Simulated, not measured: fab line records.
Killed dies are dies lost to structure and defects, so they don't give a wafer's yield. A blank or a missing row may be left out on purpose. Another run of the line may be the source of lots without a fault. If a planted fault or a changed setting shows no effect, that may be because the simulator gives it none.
What tool caused it? | flow nandHarc | Sampling: 11 lots, 33 wafers, 5 of 1159 route steps

== WHAT EACH GAUGE READ, for each wafer ==
NHARC_HYBRID_BOND_OVL_MEAS_05. Usual: overlayXNm 2 nm, standard deviation 33; overlayYNm -3 nm, standard deviation 34.
lot  | measured     | on         | overlayXNm (nm) | overlayYNm (nm) | flag
L829 | day 19 01:16 | overlay-01 | 47 8 41         | -6 -56 -20      | 
L831 | day 19 01:16 | overlay-01 | 2 -69 31        | 35 18 -67       | 
L834 | day 19 18:04 | overlay-02 | 17 -57 -7       | -45 -8 -9       | 
L837 | day 20 14:10 | overlay-01 | 1 14 17         | -17 9 -3        | 
L838 | day 20 18:38 | overlay-01 | -63 12 -23      | -4 -29 95       | 
L841 | day 21 08:07 | overlay-01 | -46 4 24        | -20 -12 5       | 
L845 | day 21 19:32 | overlay-02 | 11 -20 44       | 10 -16 61       | 
L844 | day 22 00:11 | overlay-01 | -21 27 -9       | 3 -12 4         | 
L846 | day 23 00:48 | overlay-01 | -45 -28 23      | 1 10 18         | 
L848 | day 23 00:49 | overlay-01 | -1 17 47        | -16 -25 8       | 
L852 | day 24 01:51 | overlay-02 | 63 29 -23       | 37 -40 -11      | 

NHARC_END_SORT_01. Usual: killedAtArray 27, standard deviation 8.8; killedAtOther 0.4, standard deviation 0.82; killedAtPeriphery 3.1, standard deviation 2.1; killedDies 31, standard deviation 8.8; killedOpen 3.3, standard deviation 2; killedShort 2.0, standard deviation 1.4.
lot  | measured     | on        | killedAtArray | killedAtOther | killedAtPeriphery | killedDies | killedOpen | killedShort | flag
L837 | day 21 10:14 | prober-01 | 93 95 83      | 0 0 0         | 1 0 0             | 94 95 83   | 6 1 2      | 2 0 1       | OFF
L838 | day 21 17:55 | prober-01 | 76 80 76      | 0 0 0         | 5 7 3             | 81 87 79   | 4 2 1      | 2 0 1       | OFF

== WHICH TOOL RAN EACH LOT (tool, then ch and the chambers of the sampled wafers, then the start) ==
lot  | NHARC_A_ONON_D1_DEP_19          | NHARC_A_BONDPAD_DESCUM_11         | NHARC_THIN_TSV_STRIP_45
L829 | pecvdOnon-03 ch 0, day 8 02:50  | rieDiel-01 ch 0,1,3, day 18 13:54 | plasmaAsher-01 ch 0, day 19 07:37
L831 | pecvdOnon-01 ch 0, day 8 02:57  | rieDiel-01 ch 0,1,3, day 18 11:52 | plasmaAsher-02 ch 0,1, day 19 06:29
L834 | pecvdOnon-02 ch 0, day 9 07:51  | rieDiel-01 ch 0,3, day 19 06:04   | plasmaAsher-02 ch 0,1, day 19 23:12
L837 | pecvdOnon-03 ch 0, day 9 18:02  | rieDiel-01 ch 0,1,2, day 20 01:35 | plasmaAsher-02 ch 0,1, day 20 17:59
L838 | pecvdOnon-03 ch 0, day 10 08:50 | rieDiel-13 ch 0,1,3, day 20 06:52 | plasmaAsher-01 ch 0,1, day 20 22:28
L841 | pecvdOnon-01 ch 0, day 11 02:06 | rieDiel-01 ch 1,3, day 20 21:40   | plasmaAsher-02 ch 0,1, day 21 13:14
L845 | pecvdOnon-02 ch 0, day 11 22:07 | rieDiel-09 ch 0,1, day 21 07:53   | plasmaAsher-02 ch 0,1, day 22 00:25
L844 | pecvdOnon-01 ch 0, day 11 22:08 | rieDiel-01 ch 0,1,3, day 21 11:02 | plasmaAsher-01 ch 0,1, day 22 03:50
L846 | pecvdOnon-02 ch 0, day 12 11:28 | rieDiel-01 ch 0,1,2, day 22 13:31 | plasmaAsher-02 ch 0,1, day 23 05:43
L848 | pecvdOnon-01 ch 0, day 13 00:35 | rieDiel-09 ch 0,2,3, day 22 14:29 | plasmaAsher-02 ch 0,1, day 23 08:14
L852 | pecvdOnon-01 ch 0, day 13 07:18 | rieDiel-01 ch 0,1,3, day 23 13:11 | plasmaAsher-01 ch 0,1, day 24 05:44
- NHARC_A_ONON_D1_DEP_19: target thk 1000 nm.
- NHARC_A_BONDPAD_DESCUM_11: chemistry O2, time 3 s.
- NHARC_THIN_TSV_STRIP_45: strips in O2.

== WHAT THE TOOLS THEMSELVES READ (means of the sampled wafers that have a number; where no wafer has one, the mark that the record gives instead) ==
NHARC_A_BONDPAD_DESCUM_11. Usual: drypumpMotorCurrentA is 5.8 A with standard deviation 0.43, mfcArSccm is 0.016 sccm with standard deviation 0.012, o2FlowSccm is 200.0 sccm with standard deviation 0.58, oesProductAu is 0.997 a.u. with standard deviation 0.0079, rfVppV is 57.6 V with standard deviation 0.84, showerheadPlenumPTorr is 1.86 Torr with standard deviation 0.089, and throttleValvePct is 11.311 % with standard deviation 0.0084.
lot  | tool       | drypumpMotorCurrentA (A) | mfcArSccm (sccm) | o2FlowSccm (sccm) | oesProductAu (a.u.) | rfVppV (V) | showerheadPlenumPTorr (Torr) | throttleValvePct (%) | flag
L829 | rieDiel-01 | 5.7                      | 0.019            | 200.3             | 0.997               | 57.6       | 1.87                         | 11.303               | 
L831 | rieDiel-01 | 5.7                      | 0.019            | 199.7             | 1.005               | 57.9       | 1.87                         | 11.317               | 
L834 | rieDiel-01 | 5.4                      | 0.015            | 200.9             | 0.989               | 57.9       | 1.87                         | 11.308               | 
L837 | rieDiel-01 | 5.9                      | 0.021            | 200.4             | 0.999               | 57.3       | 1.79                         | 11.321               | 
L838 | rieDiel-13 | 5.6                      | 0.012            | 199.4             | 0.995               | 56.9       | 1.89                         | 11.306               | 
L841 | rieDiel-01 | 5.8                      | 0.014            | 199.7             | 0.990               | 58.3       | 1.95                         | 11.311               | 
L845 | rieDiel-09 | 6.3                      | 0.004            | 200.3             | 0.990               | 58.1       | 1.98                         | 11.313               | 
L844 | rieDiel-01 | 5.7                      | 0.019            | 200.1             | 1.002               | 57.9       | 1.87                         | 11.314               | 
L846 | rieDiel-01 | 5.9                      | 0.021            | 200.1             | 1.000               | 58.1       | 1.79                         | 11.313               | 
L848 | rieDiel-09 | 5.5                      | 0.018            | 199.8             | 1.004               | 57.0       | 1.91                         | 11.305               | 
L852 | rieDiel-01 | 5.7                      | 0.019            | 199.9             | 0.990               | 57.6       | 1.87                         | 11.316               | 

NHARC_THIN_TSV_STRIP_45. Usual: drypumpMotorCurrentA 5.7 A, standard deviation 0.61; heaterPowerW 368 W, standard deviation 33.
lot  | tool           | drypumpMotorCurrentA (A) | heaterPowerW (W) | flag
L829 | plasmaAsher-01 | 5.8                      | 376              | 
L831 | plasmaAsher-02 | 6.3                      | 349              | 
L834 | plasmaAsher-02 | 6.0                      | 336              | 
L837 | plasmaAsher-02 | 6.1                      | 335              | 
L838 | plasmaAsher-01 | 5.4                      | 385              | 
L841 | plasmaAsher-02 | 6.3                      | 347              | 
L845 | plasmaAsher-02 | 6.3                      | 356              | 
L844 | plasmaAsher-01 | 5.1                      | 409              | 
L846 | plasmaAsher-02 | 6.1                      | 339              | 
L848 | plasmaAsher-02 | 6.3                      | 343              | 
L852 | plasmaAsher-01 | 5.5                      | 391              | 

== THE ANSWER, worked out from the rows above alone ==
Rule: a lot counts as off when the mean over its wafers that have a number is more than 3 standard deviations away from the usual mean. A lot without any number at a reading at which 4 lots or more have one is off too. All remaining lots with rows at the step are treated as sound. First the gauges in route order, then the tools' own readings, where a lot's mean is used as printed above. At the first step where some lot is off, the reading lying furthest off is the one used; lots without a number count as furthest.
Off at NHARC_END_SORT_01 (killedAtArray): L837, L838. Neither off nor sound, because the step has no rows for them: L829, L831, L834, L841, L845, L844, L846, L848, L852.
If a tool, at a process step before that reading, ran all the lots that are off and no sound lot after the first of them, it fits. Gauges at NHARC_END_SORT_01: tried the same way as those tools. 2 tools fit, pecvdOnon-03 at NHARC_A_ONON_D1_DEP_19 and prober-01 at NHARC_END_SORT_01, so this cannot tell which one it is.

== WHAT THE SIMULATOR HAD PUT IN ==
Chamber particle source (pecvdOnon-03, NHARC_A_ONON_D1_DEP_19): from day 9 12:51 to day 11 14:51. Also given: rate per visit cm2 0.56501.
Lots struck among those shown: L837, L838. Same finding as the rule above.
